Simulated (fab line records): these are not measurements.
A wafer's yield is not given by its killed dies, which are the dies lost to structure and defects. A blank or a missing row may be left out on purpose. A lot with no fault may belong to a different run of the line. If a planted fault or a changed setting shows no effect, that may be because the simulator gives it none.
8D (eight disciplines) problem report, filled in by code | flow nand harc | the parts of the form that need people (team, actions taken, sign-off) are left out

1. PROBLEM STATEMENT
run length s at NHARC_A_BLC_ETCH_17 reads a mean of 617.0 s on 2 wafers of 2 lots; wafers without a fault read 630.8 s with a standard deviation of 0.48. That is -29 standard deviations from the usual mean.
The step: etches the open film in N2/H2, target depth 390 nm, time 609.38 s.
The first sign was on wafer L495.2 at day 19 05:50, on rie diel-04. The record has a number at this step for 35 wafers belonging to 12 lots. Rule for "out" (also "out of limits"): further than 4 standard deviations from the usual mean. The other wafers with a number count as sound.

2. WHAT THIS IS AND IS NOT
question                    | is                | is not
which readings at this step | run length s      | drypump motor current A, n2 flow sccm, oes product au, rf vpp V, showerhead plenum p Torr, throttle valve pct
which lots                  | L495, L499        | L489, L490, L491, L492, L493, L494, L505, L508, L511, L512
which wafers of those lots  | L495.2, L499.2    | L495.3, L495.6, L499.1
read on which tools         | rie diel-04       | rie diel-09, rie diel-13
when                        | from day 19 05:50 | up to then (20 sound wafers); but 13 sound wafers of L499, L505, L508, L511, L512 came after

3. WHAT RULES OUT EACH SUSPECT
Counting: if a tool at a process step up to the reading ran every lot that is out, it stays a suspect. Sound lots after the first of them don't rule it out here, since some wafers of a struck lot are sound.
- rie diel-04 at NHARC_A_BLC_ETCH_17 (etches the open film in N2/H2, target depth 390 nm, time 609.38 s): kept. Ran every lot that is out, first one L495 (day 19 05:50); last sound lot up to then L494 (day 18 20:10). Its own run length s readings are out on those wafers.
The count leaves rie diel-04 at NHARC_A_BLC_ETCH_17.

4. THE CAUSE (what the simulator had put in)
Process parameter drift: rie diel-04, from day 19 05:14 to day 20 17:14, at NHARC_A_BLC_ETCH_17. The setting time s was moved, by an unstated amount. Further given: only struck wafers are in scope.
After counting, this tool was the only one left.

5. THE CHAIN OF EFFECTS, in route order
Each row: a reading where the mean over the struck wafers with a number is more than 3 standard deviations away from the usual. Readings are gone through only where the record gives a usual standard deviation; hours: the median, over the lots, of the time from a lot's start at the first step in this table giving one to that lot's start at this step; sigmas: the change measured in usual standard deviations.
hours | step                | reading      | usual   | on struck wafers | change | sigmas
0     | NHARC_A_BLC_ETCH_17 | run length s | 630.8 s | 617.0            | -13.8  | -29
Its process steps:
- NHARC_A_BLC_ETCH_17: etches the open film in N2/H2, target depth 390 nm, time 609.38 s.
At these later measuring or inspecting steps, every struck wafer for which the step has a row has a number for every such reading, and none has moved that far: NHARC_END_SORT_01.

6. HOW IT WOULD HAVE BEEN CAUGHT EARLIER
In this record the first reading out of limits was taken at day 19 05:50, 1 hour after the fault began at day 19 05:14.
